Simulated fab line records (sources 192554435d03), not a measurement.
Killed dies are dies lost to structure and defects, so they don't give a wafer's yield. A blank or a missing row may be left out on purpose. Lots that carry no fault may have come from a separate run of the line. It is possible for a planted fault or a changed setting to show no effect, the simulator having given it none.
Chamber matching ; flow n5-finfet ; rie-diel-05 running N5_BEOL_M6_STRIP_36: 4 sister chambers
The step strips in N2/H2. 4 wafers are shown with their chamber, then 8 later ones without.

== EACH WAFER AND ITS CHAMBER ==
wafer;chamber;showerhead-plenum-p-Torr (Torr)
L080.6;2;2.54
L090.4;0;2.70
L090.5;1;2.49
L093.1;3;2.52

== WAFERS WHOSE CHAMBER IS MISSING ==
wafer;showerhead-plenum-p-Torr (Torr)
L093.3;2.48
L093.4;2.53
L086.3;2.52
L086.4;2.48
L086.5;2.52
L097.3;2.48
L097.4;2.69
L097.6;2.69

== THE CHAMBER EACH PASSED THROUGH ==
wafer;from the rows above;in truth
L093.3;1;1
L093.4;can't be placed: 3 or 2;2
L086.3;3;3
L086.4;1;1
L086.5;3;3
L097.3;1;1
L097.4;0;0
L097.6;0;0
Correct placement for 7 of the 8. Can't be placed from these rows: 1 (the true chamber is among the candidates in 1). Number placed wrongly: 0.
How it was worked out, from the rows above alone: a wafer's distance from a chamber is the root of the sum, over the readings, of the square of ((its reading less the chamber's mean) divided by the reading's scatter). The wafer belongs to the nearest chamber; if the next one is less than 2 further off, it can't be placed. A chamber's mean is the mean of its shown wafers. The scatter (one wafer shown for each chamber): square how far every hidden wafer sits from the nearest shown wafer, average those squares and take the square root.
